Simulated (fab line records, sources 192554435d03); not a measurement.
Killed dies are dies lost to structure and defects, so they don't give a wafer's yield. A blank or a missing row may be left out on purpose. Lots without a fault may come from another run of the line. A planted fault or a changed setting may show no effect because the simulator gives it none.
fab line records | flow n5_finfet | part 1 of 2: steps 1 to 19 of 29
record lots=5 wafers=15 last_day=17
route steps=1938 shown HKMG_FIN@456 GATE_CUT@465
lots that met no fault: from a run of the same line without faults
start_h: hours from the record's first day to the start of the lot's first wafer shown | wait_h: hours since the lot's step before | " the same as in the row above | L1.1+2: a row that stands for several wafers | - no value, or no start given | * or withheld: withheld | < > ~ a bound
route shown NAME@n: a module of which the file shows steps, and the number in the route of the first | usual: mean/standard deviation of fault-free wafers | same: alike in all rows | chamber/n: place in a boat | sites: the reading at each site | _std_site: their standard deviation | _edge_site: outer sites' mean less inner sites' | radius_mm: how far each site lies from the wafer's centre | mask NAME#n: copy n | behind: the tool/chamber that last shaped the wafer | hold: why the lot was held/for how many hours/how that ended | device: the transistor (n, p or np) that didn't switch | end of line: the same wafers' tests at the end of the route | a step without rows: its recipe alone | killed: dies lost to structure and defects at the first sort, not the wafer's yield | map: a wafer's dies, x killed, . not, _ none there
set.NAME: the setting as run; set.NAME@STEP: as run at that earlier step | model.NAME: the simulator's own value behind a step, which no gauge read
lots at some steps of the route; a table a step, a row a wafer
services: from which hour (start_h, from the record's first day; less than 0 if before it) a tool's chamber was out of use, for how many hours, and why
## steps
# step N5_HKMG_FIN_ALD_21
# recipe material=TiN target_thk_a=15 temp_c=400 ald_precursor_family=TiCl4 ald_co_reactant=NH3 pulse_time_s=1 purge_time_s=3 co_reactant_purge_time_s=2 co_reactant_pulse_time_s=2 ald_cycles=68 pressure_torr=3
# usual heater_power_w=908/95 precursor_pulse_height_rel=0.999/0.019
# columns lot.wafer tool chamber start_h wait_h heater_power_w precursor_pulse_height_rel
L078.1 ald_metal-04 3 101.40 0.3 823 0.996
L078.2 " 2 " " 869 1.009
L078.4 " 1 " " 1024 0.988
L081.2 ald_metal-03 1 121.22 0.3 1005 0.995
L081.4 " 0 " " 898 0.985
L081.6 " 1 " " 1006 1.017
L082.2 ald_metal-01 3 128.37 0.3 872 0.986
L082.3 " 2 " " 722 0.976
L082.6 " 2 " " 747 0.994
L088.1 ald_metal-04 0 166.11 0.3 934 1.014
L088.4 " 2 " " 868 0.975
L088.6 " 0 " " 944 1.018
L097.4 ald_metal-03 0 223.93 0.1 888 1.008
L097.5 " 1 " " 1022 1.003
L097.6 " 0 " " 878 1.014
# step N5_HKMG_FIN_ALD_72
# recipe material=W target_thk_a=20 temp_c=300 pressure_torr=7.5 ald_precursor_family=WF6 ald_co_reactant=B2H6 pulse_time_s=1 purge_time_s=2 co_reactant_purge_time_s=2 co_reactant_pulse_time_s=3 ald_cycles=7
# usual heater_power_w=478/29 precursor_pulse_height_rel=0.999/0.02
# columns lot.wafer tool chamber start_h wait_h heater_power_w precursor_pulse_height_rel
L078.1 cvd_w-01 0 101.77 0.2 463 0.977
L078.2 " 1 " " 459 1.011
L078.4 " 1 " " 466 0.991
L081.2 cvd_w-02 0 121.58 0.2 526 1.032
L081.4 " 1 " " 448 1.012
L081.6 " 0 " " 529 0.959
L082.2 cvd_w-01 1 128.73 0.2 458 0.998
L082.3 " 1 " " 465 1.038
L082.6 " 1 " " 453 1.042
L088.1 cvd_w-02 1 166.47 0.2 461 0.981
L088.4 " 0 " " 526 0.999
L088.6 " 1 " " 472 0.996
L097.4 cvd_w-01 0 224.31 0.2 470 1.003
L097.5 " 0 " " 463 0.989
L097.6 " 1 " " 465 1.047
# step N5_HKMG_FIN_W_FILL_22
# recipe material=W target_thk_a=600 temp_c=400 pressure_torr=39.4 time_s=18.2
# usual heater_power_w=853/55 throttle_valve_pct=18.7/0.74
# columns lot.wafer tool chamber start_h wait_h heater_power_w throttle_valve_pct
L078.1 cvd_w-01 0 101.83 0.0 833 18.4
L078.2 " 1 " " 801 17.4
L078.4 " 1 " " 830 17.4
L081.2 cvd_w-02 0 121.64 0.0 931 19.2
L081.4 " 1 " " 842 19.2
L081.6 " 0 " " 920 18.5
L082.2 cvd_w-01 1 128.79 0.0 819 17.5
L082.3 " 1 " " 811 17.5
L082.6 " 1 " " 821 17.4
L088.1 cvd_w-02 1 166.53 0.0 822 19.9
L088.4 " 0 " " 948 19.2
L088.6 " 1 " " 790 19.5
L097.4 cvd_w-01 0 224.36 0.0 832 18.5
L097.5 " 0 " " 808 18.4
L097.6 " 1 " " 833 17.5
# step N5_HKMG_FIN_PRECLEAN_83
# recipe chemistry=DIW time_s=57.5 temp_c=23
# columns lot.wafer tool chamber start_h wait_h
L078.1+2+4 wet_bench-05 3,7,2 101.89 0.0
L081.2+4+6 wet_bench-05 7,6,5 121.70 0.0
L082.2+3+6 wet_bench-03 2,3,7 128.85 0.0
L088.1+4+6 wet_bench-03 2,5,0 166.75 0.2
L097.4+5+6 wet_bench-05 5,2,6 224.41 0.0
# step N5_HKMG_FIN_SRD_84
# recipe dry_time_s=32 dry=n2_spin spin_rpm=1500
# same dry_time_s=32
# columns lot.wafer tool chamber start_h wait_h
L078.1+2+4 wet_bench-05 3,7,2 101.91 0.0
L081.2+4+6 wet_bench-05 7,6,5 121.72 0.0
L082.2+3+6 wet_bench-03 2,3,7 128.87 0.0
L088.1+4+6 wet_bench-03 2,5,0 166.77 0.0
L097.4+5+6 wet_bench-05 5,2,6 224.43 0.0
# step N5_HKMG_FIN_CMP_23
# recipe stop_on=SiNx t_overpolish_s=10 post_cmp_clean=rinse_only down_force_psi=4 platen_rpm=50.289 pad_velocity_m_s=1.0006 target_thk_nm=46.326
# usual motor_current_A=12.1/1.2 overpolish_run_s=9.999/0.0093 time_to_endpoint_s=11.2/1.7
# columns lot.wafer tool chamber start_h wait_h motor_current_A overpolish_run_s time_to_endpoint_s
L078.1 cmp-02 0 101.94 0.0 11.9 10.009 12.1
L078.2 " 1 " " 13.9 9.986 11.6
L078.4 " 2 " " 10.9 9.999 13.6
L081.4 cmp-03 1 121.83 0.1 10.6 9.989 10.7
L081.2 " 2 " " 12.4 10.005 7.4
L081.6 " 1 " " 10.3 9.994 11.1
L082.3 cmp-02 1 129.00 0.1 14.7 10.010 13.1
L082.2 " 2 " " 11.3 10.005 11.7
L082.6 " 1 " " 14.3 9.991 10.6
L088.4 cmp-03 2 166.80 0.0 12.6 9.995 14.0
L088.1 " 0 " " 11.4 10.017 13.6
L088.6 " 2 " " 11.7 9.991 12.9
L097.4 cmp-02 0 224.46 0.0 12.4 10.006 12.5
L097.5 " 0 " " 12.1 10.009 14.3
L097.6 " 1 " " 15.3 10.003 12.8
# step N5_HKMG_FIN_CMP_94
# recipe stop_on=SiNx post_cmp_clean=w_dilute_nh4oh t_overpolish_s=4.7 down_force_psi=4 platen_rpm=50.289 pad_velocity_m_s=1.0006 target_thk_nm=43.299
# usual motor_current_A=12.1/1.2
# columns lot.wafer tool chamber start_h wait_h motor_current_A
L078.1 cmp-02 0 102.42 0.4 12.0
L078.2 " 1 " " 14.3
L078.4 " 2 " " 11.3
L081.4 cmp-03 1 122.26 0.3 10.7
L081.2 " 2 " " 12.1
L081.6 " 1 " " 10.8
L082.3 cmp-02 1 129.43 0.3 14.5
L082.2 " 2 " " 10.8
L082.6 " 1 " " 14.7
L088.4 cmp-03 2 167.28 0.4 12.3
L088.1 " 0 " " 11.7
L088.6 " 2 " " 12.6
L097.4 cmp-02 0 224.94 0.4 11.9
L097.5 " 0 " " 11.7
L097.6 " 1 " " 13.9
# step N5_HKMG_FIN_INSPECT_28
# recipe inspect_instrument=darkfield mode=post_cmp
# usual raw_defect_count=41/22
# columns lot.wafer tool chamber start_h wait_h raw_defect_count
L078.1 defect_inspect-02 - 102.65 0.0 30
L078.2 " - " " 49
L078.4 " - " " 57
L081.2 defect_inspect-01 - 122.46 0.0 21
L081.4 " - " " 24
L081.6 " - " " 22
L082.2 defect_inspect-02 - 129.64 0.0 15
L082.3 " - " " 26
L082.6 " - " " 55
L088.1 defect_inspect-02 - 167.51 0.0 28
L088.4 " - " " 18
L088.6 " - " " 89
L097.4 defect_inspect-01 - 225.17 0.0 44
L097.5 " - " " 103
L097.6 " - " " 26
# step N5_GATE_CUT_ETCHBACK_00
# recipe chemistry=SF6/Cl2 target=W pressure_mtorr=8 icp_w=900 bias_w=80 SF6_flow_sccm=40 Cl2_flow_sccm=60
# usual drypump_motor_current_A=5.6/0.41 oes_product_au=0.82/0.092 rf_fwd_power_W=895.6/2.8 throttle_valve_pct=27.44/0.23
# columns lot.wafer tool chamber start_h wait_h drypump_motor_current_A oes_product_au rf_fwd_power_W rf_hours_counter_h throttle_valve_pct
L078.1 rie_metal-02 0 102.68 0.0 5.0 0.67 888.1 92 27.47
L078.2 " 1 " " 6.0 0.91 889.9 7 27.64
L078.4 " 1 " " 6.0 0.90 889.6 - 27.65
L081.2 rie_metal-03 1 122.50 0.0 5.8 0.80 900.5 35 27.45
L081.4 " 1 " " 5.9 0.78 893.7 - 27.43
L081.6 " 0 " " 5.3 0.92 898.7 - 27.01
L082.2 rie_metal-02 1 129.67 0.0 6.0 0.91 892.8 9 27.65
L082.3 " 1 " " 6.0 0.90 900.1 - 27.66
L082.6 " 1 " " 6.0 0.90 896.7 - 27.67
L088.1 rie_metal-02 0 167.55 0.0 5.0 0.65 892.9 97 27.48
L088.4 " 0 " " 5.0 0.65 894.1 - 27.49
L088.6 " 0 " " 5.0 0.65 893.7 - 27.48
L097.4 rie_metal-03 0 225.25 0.1 5.3 0.86 891.8 - 27.00
L097.5 " 1 " " 5.9 0.76 895.6 - 27.45
L097.6 " 0 " " 5.3 0.86 897.0 - 27.04
# step N5_GATE_CUT_ETCH_56
# recipe chemistry=Cl2/Ar target=TiN target_depth_a=216 pressure_mtorr=10 icp_w=600 bias_w=60 Cl2_flow_sccm=40 Ar_flow_sccm=60
# usual drypump_motor_current_A=5.6/0.41 oes_product_au=0.82/0.092 rf_fwd_power_W=595.9/1.9 throttle_valve_pct=20.75/0.22
# columns lot.wafer tool chamber start_h wait_h drypump_motor_current_A oes_product_au rf_fwd_power_W rf_hours_counter_h throttle_valve_pct
L078.1 rie_metal-02 0 102.80 0.1 5.0 0.66 594.8 92 20.87
L078.2 " 1 " " 6.0 0.92 593.6 7 20.92
L078.4 " 1 " " 6.0 0.91 596.7 - 20.91
L081.2 rie_metal-03 1 122.62 0.1 5.9 0.80 597.0 35 20.75
L081.4 " 1 " " 5.8 0.79 594.9 - 20.75
L081.6 " 0 " " 5.3 0.91 595.6 - 20.33
L082.2 rie_metal-02 1 129.79 0.1 6.0 0.91 594.5 9 20.91
L082.3 " 1 " " 6.0 0.90 594.5 - 20.90
L082.6 " 1 " " 6.0 0.92 595.7 - 20.90
L088.1 rie_metal-02 0 167.67 0.1 5.0 0.65 594.0 97 20.89
L088.4 " 0 " " 5.0 0.65 594.5 - 20.89
L088.6 " 0 " " 5.0 0.65 590.7 - 20.89
L097.4 rie_metal-03 0 225.36 0.1 5.3 0.85 599.0 - 20.37
L097.5 " 1 " " 5.9 0.76 595.6 - 20.77
L097.6 " 0 " " 5.3 0.85 597.6 - 20.39
# step N5_GATE_CUT_ETCHBACK_30
# recipe chemistry=Cl2/Ar target=TiN target_depth_a=30 mode=isotropic pressure_mtorr=10 icp_w=600 bias_w=60 Cl2_flow_sccm=40 Ar_flow_sccm=60
# usual drypump_motor_current_A=5.6/0.41 oes_product_au=0.82/0.091 rf_fwd_power_W=588.5/2.5 throttle_valve_pct=20.75/0.22
# columns lot.wafer tool chamber start_h wait_h drypump_motor_current_A oes_product_au rf_fwd_power_W rf_hours_counter_h throttle_valve_pct
L078.1 rie_metal-02 0 102.89 0.1 4.9 0.67 587.3 92 20.88
L078.2 " 1 " " 6.0 0.92 590.1 7 20.91
L078.4 " 1 " " 6.0 0.91 592.1 - 20.92
L081.2 rie_metal-03 1 122.71 0.1 5.9 0.79 589.9 35 20.76
L081.4 " 1 " " 5.9 0.80 587.5 - 20.72
L081.6 " 0 " " 5.3 0.90 589.0 - 20.36
L082.2 rie_metal-02 1 129.88 0.1 5.9 0.91 588.0 9 20.91
L082.3 " 1 " " 6.0 0.92 588.0 - 20.91
L082.6 " 1 " " 6.0 0.91 589.4 - 20.92
L088.1 rie_metal-02 0 167.76 0.1 5.0 0.65 582.0 97 20.89
L088.4 " 0 " " 5.0 0.65 586.7 - 20.89
L088.6 " 0 " " 5.0 0.65 582.9 - 20.89
L097.4 rie_metal-03 0 225.43 0.0 5.3 0.85 591.7 - 20.37
L097.5 " 1 " " 5.9 0.77 588.5 - 20.76
L097.6 " 0 " " 5.3 0.84 591.8 - 20.38
# step N5_GATE_CUT_VAPOR_ETCH_60
# recipe chemistry=BCl3/Cl2 target=HfO2 mode=isotropic
# usual drypump_motor_current_A=5.6/0.4 oes_product_au=0.82/0.092
# columns lot.wafer tool chamber start_h wait_h drypump_motor_current_A oes_product_au
L078.1 rie_metal-02 0 102.92 0.0 5.0 0.66
L078.2 " 1 " " 6.0 0.91
L078.4 " 1 " " 6.0 0.91
L081.2 rie_metal-03 1 122.74 0.0 5.9 0.80
L081.4 " 1 " " 5.9 0.79
L081.6 " 0 " " 5.3 0.91
L082.2 rie_metal-02 1 129.91 0.0 6.0 0.90
L082.3 " 1 " " 6.0 0.89
L082.6 " 1 " " 6.0 0.89
L088.1 rie_metal-02 0 167.79 0.0 5.0 0.66
L088.4 " 0 " " 5.0 0.65
L088.6 " 0 " " 5.0 0.65
L097.4 rie_metal-03 0 225.46 0.0 5.3 0.86
L097.5 " 1 " " 5.8 0.76
L097.6 " 0 " " 5.3 0.87
# step N5_GATE_CUT_ETCH_58
# recipe chemistry=CH3F/O2 target=SiNx target_depth_a=170 time_s=128.6 ion_energy_ev=50 pressure_mtorr=30 source_w=415 bias_w=21 Ar_flow_sccm=150 CH3F_flow_sccm=30 O2_flow_sccm=20
# usual drypump_motor_current_A=5.6/0.43 oes_product_au=0.79/0.087 rf_fwd_power_W=413.0/1.3 rf_vpp_V=99.2/0.99 showerhead_plenum_p_Torr=2.01/0.074 throttle_valve_pct=16.36/0.25
# columns lot.wafer tool chamber start_h wait_h drypump_motor_current_A oes_product_au rf_fwd_power_W rf_hours_counter_h rf_vpp_V showerhead_plenum_p_Torr throttle_valve_pct
L078.1 rie_diel-04 0 102.97 0.0 5.8 0.70 414.7 219 99.4 2.07 16.54
L078.2 " 2 " " 5.8 0.70 412.7 203 98.0 2.07 16.53
L078.4 " 3 " " 6.4 0.72 412.1 193 98.9 1.91 16.42
L081.2 rie_diel-03 2 122.79 0.0 5.4 0.85 411.5 67 101.7 2.11 16.51
L081.4 " 3 " " 4.7 0.88 413.3 33 98.6 1.95 16.41
L081.6 " 1 " " 5.9 0.91 413.4 - 98.6 2.04 16.16
L082.2 rie_diel-01 2 129.96 0.0 5.5 0.69 411.3 232 100.1 1.98 16.54
L082.3 " 3 " " 5.4 0.91 411.6 29 100.9 2.04 16.20
L082.6 " 0 " " 5.1 0.89 414.5 - 98.7 2.13 16.19
L088.1 rie_diel-04 1 167.84 0.0 5.7 0.83 415.1 66 99.9 1.94 15.96
L088.4 " 3 " " 6.5 0.71 411.8 210 98.6 1.91 16.44
L088.6 " 1 " " 5.7 0.83 414.7 - 99.4 1.94 15.95
L097.4 rie_diel-04 0 225.55 0.1 5.8 0.66 413.9 - 99.1 2.05 16.63
L097.5 " 2 " " 5.8 0.67 415.5 - 99.3 2.05 16.61
L097.6 " 1 " " 5.7 0.82 412.8 - 99.1 1.94 15.98
# step N5_GATE_CUT_STRIP_59
# recipe chemistry=N2/H2 time_s=20 power_w=100 temp_c=40 pressure_mtorr=100 rf_frequency_hz=6e+07 bias_power_w=3 n2_flow_sccm=300 h2_flow_sccm=300
# usual drypump_motor_current_A=5.6/0.42 oes_product_au=0.79/0.088 rf_vpp_V=45.3/0.84 showerhead_plenum_p_Torr=3.39/0.12 throttle_valve_pct=12.23/0.25
# columns lot.wafer tool chamber start_h wait_h drypump_motor_current_A oes_product_au rf_hours_counter_h rf_vpp_V showerhead_plenum_p_Torr throttle_valve_pct
L078.1 rie_diel-04 0 103.08 0.1 5.8 0.70 219 45.2 3.47 12.41
L078.2 " 2 " " 5.8 0.70 203 46.5 3.47 12.41
L078.4 " 3 " " 6.4 0.71 193 44.8 3.22 12.31
L081.2 rie_diel-03 2 122.89 0.1 5.4 0.83 67 45.8 3.56 12.31
L081.4 " 3 " " 4.8 0.88 33 46.1 3.31 12.17
L081.6 " 1 " " 5.9 0.90 - 44.3 3.43 11.93
L082.2 rie_diel-01 2 130.06 0.1 5.6 0.71 232 45.8 3.34 12.49
L082.3 " 3 " " 5.4 0.91 29 45.7 3.44 11.97
L082.6 " 0 " " 5.1 0.92 - 46.4 3.58 12.12
L088.1 rie_diel-04 1 167.94 0.1 5.7 0.84 66 44.1 3.29 11.92
L088.4 " 3 " " 6.5 0.71 210 45.3 3.21 12.34
L088.6 " 1 " " 5.7 0.85 - 43.7 3.29 11.90
L097.4 rie_diel-04 0 225.63 0.0 5.8 0.67 - 44.9 3.45 12.52
L097.5 " 2 " " 5.8 0.68 - 46.4 3.45 12.49
L097.6 " 1 " " 5.8 0.82 - 43.7 3.28 11.97
# step N5_GATE_CUT_PRECLEAN_31
# recipe temp_c=23 chemistry=DIW time_s=300
# columns lot.wafer tool chamber start_h wait_h
L078.1+2+4 wet_bench-06 1,0,5 103.16 0.1
L081.2+4+6 wet_bench-06 2,0,7 122.97 0.1
L082.2+3+6 wet_bench-04 6,4,7 130.15 0.1
L088.1+4+6 wet_bench-02 0,1,5 168.02 0.1
L097.4+5+6 wet_bench-02 5,7,4 225.68 0.0
# step N5_GATE_CUT_SRD_32
# recipe time_s=30 temp_c=23 rinse_liquid=diw dry=ipa_marangoni
# columns lot.wafer tool chamber start_h wait_h
L078.1+2+4 wet_bench-06 1,0,5 103.25 0.0
L081.2+4+6 wet_bench-06 2,0,7 123.06 0.0
L082.2+3+6 wet_bench-04 6,4,7 130.23 0.0
L088.1+4+6 wet_bench-02 0,1,5 168.11 0.0
L097.4+5+6 wet_bench-02 5,7,4 225.77 0.0
# step N5_GATE_CUT_SAC_CAP_01
# recipe material=SiNx target_thk_a=240 temp_c=400 ald_precursor_family=SiH2I2 ald_co_reactant=N2/H2-plasma pulse_time_s=1 ald_cycles=480 purge_time_s=2 co_reactant_purge_time_s=2 pressure_torr=2
# usual heater_power_w=879/84 precursor_pulse_height_rel=0.999/0.023
# columns lot.wafer tool chamber start_h wait_h heater_power_w precursor_pulse_height_rel
L078.1 ald_sin-04 1 103.29 0.0 838 1.008
L078.2 " 0 " " 1000 1.013
L078.4 " 2 " " 1036 1.024
L081.2 ald_sin-03 1 123.12 0.0 953 1.037
L081.4 " 3 " " 867 0.975
L081.6 " 1 124.20 1.1 923 0.975
L082.2 ald_sin-04 1 130.28 0.0 873 0.994
L082.3 " 3 " " 840 0.981
L082.6 " 2 131.36 1.1 1029 1.008
L088.1 ald_sin-01 2 168.16 0.0 820 0.973
L088.4 " 1 " " 814 0.988
L088.6 " 3 169.24 1.1 733 0.998
L097.4 ald_sin-01 3 225.84 0.1 737 0.962
L097.5 " 2 226.93 1.1 822 1.010
L097.6 " 3 " " 737 0.970
# step N5_GATE_CUT_PECVD_57
# recipe material=SiNx target_thk_a=210 temp_c=400 precursor=SiH4/NH3/N2 pressure_torr=1.5 rf_w=300
# usual heater_power_w=791/85 rf_fwd_power_W=297.7/1.2 showerhead_plenum_p_Torr=5.14/0.061 throttle_valve_pct=40.5/2.1
# columns lot.wafer tool chamber start_h wait_h heater_power_w rf_fwd_power_W showerhead_plenum_p_Torr throttle_valve_pct
L078.1 pecvd-01 0 105.49 1.1 867 297.5 5.11 42.6
L078.2 " 2 " " 700 296.4 5.17 45.0
L078.4 " 2 " " 730 296.4 5.18 45.0
L081.2 pecvd-02 1 125.31 1.1 684 298.6 5.08 38.5
L081.4 " 2 " " 719 298.4 5.17 37.0
L081.6 " 1 " " 687 297.6 5.09 38.6
L082.2 pecvd-03 0 132.47 1.1 965 298.7 5.13 40.6
L082.3 " 2 " " 869 297.7 5.08 39.0
L082.6 " 0 " " 924 297.8 5.15 40.7
L088.1 pecvd-01 2 170.35 1.1 740 296.9 5.18 44.8
L088.4 " 2 " " 728 296.7 5.18 44.9
L088.6 " 0 " " 832 297.6 5.11 43.3
L097.4 pecvd-01 1 228.06 1.1 755 299.3 5.09 42.3
L097.5 " 0 " " 871 297.6 5.12 43.8
L097.6 " 1 " " 769 297.7 5.10 42.1
# step N5_GATE_CUT_CMP_02
# recipe stop_on=SiO2 t_overpolish_s=12.7 post_cmp_clean=alkaline_brush down_force_psi=2.5 platen_rpm=51.8 pad_velocity_m_s=1.0307 target_thk_nm=0
# usual motor_current_A=9.4/0.84 overpolish_run_s=12.699/0.0088 time_to_endpoint_s=25.4/1.9
# columns lot.wafer tool chamber start_h wait_h motor_current_A overpolish_run_s time_to_endpoint_s
L078.2 cmp-02 3 105.59 0.1 8.0 12.690 23.7
L078.1 " 0 " " 9.2 12.703 23.8
L078.4 " 1 " " 10.7 12.700 24.6
L081.2 cmp-01 2 125.38 0.1 10.6 12.711 25.5
L081.4 " 1 " " 10.3 12.699 24.5
L081.6 " 2 " " 9.9 12.699 23.3
L082.2 cmp-04 2 132.58 0.1 8.7 12.709 22.0
L082.3 " 3 " " 8.9 12.698 24.2
L082.6 " 2 " " 8.6 12.699 24.2
L088.4 cmp-02 1 170.42 0.0 10.7 12.699 25.7
L088.1 " 3 " " 7.9 12.690 23.2
L088.6 " 2 " " 8.6 12.707 23.5
L097.4 cmp-01 3 228.21 0.1 9.9 12.687 23.9
L097.6 " 1 " " 10.0 12.712 25.2
L097.5 " 2 " " 9.9 12.695 21.5
